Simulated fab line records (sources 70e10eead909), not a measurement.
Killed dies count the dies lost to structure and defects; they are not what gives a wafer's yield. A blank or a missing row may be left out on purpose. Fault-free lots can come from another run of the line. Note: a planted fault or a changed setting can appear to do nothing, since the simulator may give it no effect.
fab line records -- flow nand_harc
record lots=15, wafers=43, last_day=33
route steps=1302 shown A_SOURCE_PLATE@423 A_ONON_D1@431
lots untouched by any fault: they come from a run of this same line in which no faults occurred
start_h: hours from the record's first day to the start of the lot's first wafer shown -- wait_h: time in hours since the lot's previous step -- " repeats the value in the row above -- L1.1+2: one row covering several wafers at once -- - no value, or no start was given -- * or withheld: withheld -- < > ~ a bound
route shown NAME@n: NAME is a module with steps in the file, n the number in the route of the first one -- usual: the fault-free wafers' mean and standard deviation -- same: alike in all rows -- chamber/n: place in a boat -- sites: each site's reading -- _std_site: their standard deviation -- _edge_site: the outer-site mean with the inner-site mean subtracted -- radius_mm: how far each site lies from the wafer's centre -- mask NAME#n: copy n -- behind: the most recent tool/chamber to have shaped the wafer -- hold: why the lot went on hold/how many hours it stayed there/how the hold came to an end -- device: whichever transistor did not switch (one of n, p or np) -- end of line: at the end of the route, the tests of the same wafers -- a step without rows: its recipe alone -- killed: the dies lost at the first sort to structure and to defects; this is not the yield of the wafer -- map: dies across one wafer; x = killed, . = not, _ = none there
set.NAME: the setting as run; set.NAME@STEP: as run at that earlier step -- model.NAME: the simulator's own value behind a step, which no gauge read
steps of the route over a sample of lots; a table a step, a row a wafer
services: the hour from which a tool's chamber was out of use, counted from the record's first day as start_h (under 0 if before that day), plus the number of hours and why
## steps
# step NHARC_A_SOURCE_PLATE_INSPECT_08
# usual raw_defect_count=59/20
lot.wafer,tool,chamber,start_h,wait_h,raw_defect_count
L436.2,defect_inspect-01,-,163.41,0.0,65
L436.4,defect_inspect-01,-,163.41,0.0,70
L436.6,defect_inspect-01,-,163.41,0.0,91
L438.2,defect_inspect-01,-,176.60,0.0,72
L438.3,defect_inspect-01,-,176.60,0.0,114
L438.5,defect_inspect-01,-,176.60,0.0,47
L437.2,defect_inspect-02,-,176.60,0.0,76
L437.4,defect_inspect-02,-,176.60,0.0,74
L437.6,defect_inspect-02,-,176.60,0.0,122
L439.1,defect_inspect-01,-,193.32,0.0,36
L439.3,defect_inspect-01,-,193.32,0.0,39
L439.4,defect_inspect-01,-,193.32,0.0,54
L440.1,defect_inspect-02,-,205.76,0.0,42
L440.5,defect_inspect-02,-,205.76,0.0,87
L440.6,defect_inspect-02,-,205.76,0.0,58
L441.2,defect_inspect-02,-,209.56,0.0,35
L441.5,defect_inspect-02,-,209.56,0.0,56
L441.6,defect_inspect-02,-,209.56,0.0,68
L443.1,defect_inspect-02,-,227.23,0.0,85
L443.3,defect_inspect-02,-,227.23,0.0,59
L443.6,defect_inspect-02,-,227.23,0.0,49
L442.1,defect_inspect-01,-,227.24,0.0,90
L442.2,defect_inspect-01,-,227.24,0.0,39
L442.3,defect_inspect-01,-,227.24,0.0,95
L444.2,defect_inspect-02,-,246.13,0.0,46
L444.4,defect_inspect-02,-,246.13,0.0,56
L444.6,defect_inspect-02,-,246.13,0.0,48
L445.2,defect_inspect-02,-,246.17,0.0,81
L445.4,defect_inspect-02,-,246.17,0.0,89
L445.5,defect_inspect-02,-,246.17,0.0,62
L448.4,defect_inspect-02,-,278.63,0.0,51
L448.5,defect_inspect-02,-,278.63,0.0,34
L448.6,defect_inspect-02,-,278.63,0.0,59
L451.2,defect_inspect-02,-,318.63,0.0,54
L451.4,defect_inspect-02,-,318.63,0.0,85
L452.1,defect_inspect-01,-,325.45,0.0,60
L452.4,defect_inspect-01,-,325.45,0.0,60
L454.1,defect_inspect-01,-,341.60,0.0,49
L454.3,defect_inspect-01,-,341.60,0.0,103
L454.5,defect_inspect-01,-,341.60,0.0,96
L458.2,defect_inspect-02,-,384.39,0.0,55
L458.5,defect_inspect-02,-,384.39,0.0,46
L458.6,defect_inspect-02,-,384.39,0.0,42
# step NHARC_A_ONON_D1_THK_MEAS_11
# recipe thk_meas_gauge=ellipsometry
# usual thk_nm=1002/9.9
lot.wafer,tool,chamber,start_h,wait_h,thk_nm
L436.2,film_metro-02,-,165.69,-,997
L436.4,film_metro-02,-,165.69,-,998
L436.6,film_metro-02,-,165.69,-,997
L437.2,film_metro-02,-,178.88,-,996
L437.4,film_metro-02,-,178.88,-,997
L437.6,film_metro-02,-,178.88,-,995
L438.2,film_metro-01,-,178.88,-,1018
L438.3,film_metro-01,-,178.88,-,1017
L438.5,film_metro-01,-,178.88,-,1017
L439.1,film_metro-02,-,195.59,-,1019
L439.3,film_metro-02,-,195.59,-,1019
L439.4,film_metro-02,-,195.59,-,1020
L440.1,film_metro-02,-,208.02,-,1021
L440.5,film_metro-02,-,208.02,-,1022
L440.6,film_metro-02,-,208.02,-,1022
L441.2,film_metro-02,-,211.82,-,1000
L441.5,film_metro-02,-,211.82,-,999
L441.6,film_metro-02,-,211.82,-,999
L442.1,film_metro-02,-,229.50,-,1006
L442.2,film_metro-02,-,229.50,-,1004
L442.3,film_metro-02,-,229.50,-,1004
L443.1,film_metro-01,-,229.55,-,1006
L443.3,film_metro-01,-,229.55,-,1007
L443.6,film_metro-01,-,229.55,-,1007
L444.2,film_metro-02,-,248.41,-,986
L444.4,film_metro-02,-,248.41,-,987
L444.6,film_metro-02,-,248.41,-,985
L445.2,film_metro-01,-,248.50,-,996
L445.4,film_metro-01,-,248.50,-,997
L445.5,film_metro-01,-,248.50,-,998
L448.4,film_metro-02,-,280.92,-,1019
L448.5,film_metro-02,-,280.92,-,1018
L448.6,film_metro-02,-,280.92,-,1017
L451.2,film_metro-02,-,320.95,-,1013
L451.4,film_metro-02,-,320.95,-,1013
L452.1,film_metro-01,-,327.74,-,995
L452.4,film_metro-01,-,327.74,-,995
L454.1,film_metro-01,-,343.88,-,987
L454.3,film_metro-01,-,343.88,-,987
L454.5,film_metro-01,-,343.88,-,987
L458.2,film_metro-01,-,386.68,-,992
L458.5,film_metro-01,-,386.68,-,994
L458.6,film_metro-01,-,386.68,-,994
# step NHARC_A_ONON_D1_DEP_28
# recipe target_thk_a=10000, n2_flow_sccm=2750, n2o_flow_sccm=2000, nh3_flow_sccm=500, sih4_flow_sccm=210, temp_c=400
lot.wafer,tool,chamber,start_h,wait_h
L436.2+4+6,pecvd_onon-01,0,175.80,0.1
L437.2+4+6,pecvd_onon-01,0,191.80,0.1
L438.2+3+5,pecvd_onon-04,0,192.12,0.1
L439.1+3+4,pecvd_onon-02,0,206.40,0.1
L441.2+5+6,pecvd_onon-01,0,218.88,0.1
L440.1+5+6,pecvd_onon-04,0,218.90,0.1
L442.1+2+3,pecvd_onon-02,0,243.63,0.1
L443.1+3+6,pecvd_onon-04,0,243.65,0.1
L444.2+4+6,pecvd_onon-01,0,261.25,0.1
L445.2+4+5,pecvd_onon-04,0,261.25,0.1
L448.4+5+6,pecvd_onon-01,0,291.64,0.2
L451.2+4,pecvd_onon-01,0,331.14,0.1
L452.1+4,pecvd_onon-01,0,338.36,0.1
L454.1+3+5,pecvd_onon-01,0,357.55,0.1
L458.2+5+6,pecvd_onon-02,0,397.16,0.1
# step NHARC_A_ONON_D1_THK_MEAS_30
# recipe thk_meas_gauge=ellipsometry
# usual thk_nm=1002/8.5
lot.wafer,tool,chamber,start_h,wait_h,thk_nm
L436.2,film_metro-02,-,176.25,-,1002
L436.4,film_metro-02,-,176.25,-,1001
L436.6,film_metro-02,-,176.25,-,1001
L437.2,film_metro-02,-,192.25,-,998
L437.4,film_metro-02,-,192.25,-,998
L437.6,film_metro-02,-,192.25,-,1000
L438.2,film_metro-02,-,192.57,-,994
L438.3,film_metro-02,-,192.57,-,995
L438.5,film_metro-02,-,192.57,-,993
L439.1,film_metro-02,-,206.90,-,1019
L439.3,film_metro-02,-,206.90,-,1020
L439.4,film_metro-02,-,206.90,-,1018
L441.2,film_metro-01,-,219.33,-,1002
L441.5,film_metro-01,-,219.33,-,1003
L441.6,film_metro-01,-,219.33,-,1002
L440.1,film_metro-02,-,219.40,-,997
L440.5,film_metro-02,-,219.40,-,997
L440.6,film_metro-02,-,219.40,-,999
L442.1,film_metro-02,-,244.15,-,988
L442.2,film_metro-02,-,244.15,-,987
L442.3,film_metro-02,-,244.15,-,988
L443.1,film_metro-01,-,244.16,-,987
L443.3,film_metro-01,-,244.16,-,985
L443.6,film_metro-01,-,244.16,-,986
L445.2,film_metro-01,-,261.70,-,1001
L445.4,film_metro-01,-,261.70,-,1000
L445.5,film_metro-01,-,261.70,-,1001
L444.2,film_metro-02,-,261.70,-,1006
L444.4,film_metro-02,-,261.70,-,1006
L444.6,film_metro-02,-,261.70,-,1005
L448.4,film_metro-02,-,291.97,-,1006
L448.5,film_metro-02,-,291.97,-,1004
L448.6,film_metro-02,-,291.97,-,1004
L451.2,film_metro-02,-,331.60,-,1016
L451.4,film_metro-02,-,331.60,-,1337
L452.1,film_metro-01,-,338.87,-,1005
L452.4,film_metro-01,-,338.87,-,1329
L454.1,film_metro-01,-,358.07,-,1001
L454.3,film_metro-01,-,358.07,-,1002
L454.5,film_metro-01,-,358.07,-,1324
L458.2,film_metro-01,-,397.61,-,997
L458.5,film_metro-01,-,397.61,-,995
L458.6,film_metro-01,-,397.61,-,996
## services
tool,chamber,start_h,hours,kind
pecvd_onon-02,-,185.03,13.0,pm
pecvd_onon-01,-,269.00,13.0,pm
pecvd_onon-01,-,301.28,9.1,repair
pecvd_onon-04,-,311.52,13.0,pm
pecvd_onon-02,-,366.03,13.0,pm
pecvd_onon-01,-,388.73,0.1,repair
## key
first_sign step=NHARC_A_ONON_D1_THK_MEAS_30, reading=thk_nm, direction=up, sigmas=39, usual=1002, struck=1330
effect none on later readings
met_at NHARC_A_ONON_D1_DEP_28
struck_lots L451,L452,L454
struck_wafers L451.4,L452.4,L454.5
later_rows_left_out L451.4,L452.4,L454.5
sort_left_out L451.4,L452.4,L454.5
tester_left_out L451,L452,L454
not_acting_at NHARC_A_SOURCE_PLATE_INSPECT_08,NHARC_A_ONON_D1_THK_MEAS_11
onset_between 291.64 331.14
fault kind=process_parameter_drift, tool=pecvd_onon-01, chamber=-, onset_h=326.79, steps=NHARC_A_ONON_D1_DEP_28, channel=target_thk_a, offset=*, shape=step, end_h=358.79, scope=struck_wafers_only, acts_in=*, stated=*
# tester_left_out: of these lots the tester's yield and bins aren't shown, on N5 and GAA mostly nor the transistor test; their killed dies are dies lost to structure and defects alone, not to doping, threshold or leakage, so they don't give the yield
# sort_left_out: the simulated sort isn't trusted on such a fault, so these wafers' sort isn't shown, and their yield isn't known
# later_rows_left_out: the simulator's readings of these wafers behind a module that went badly wrong aren't trusted and aren't shown, but for the sort
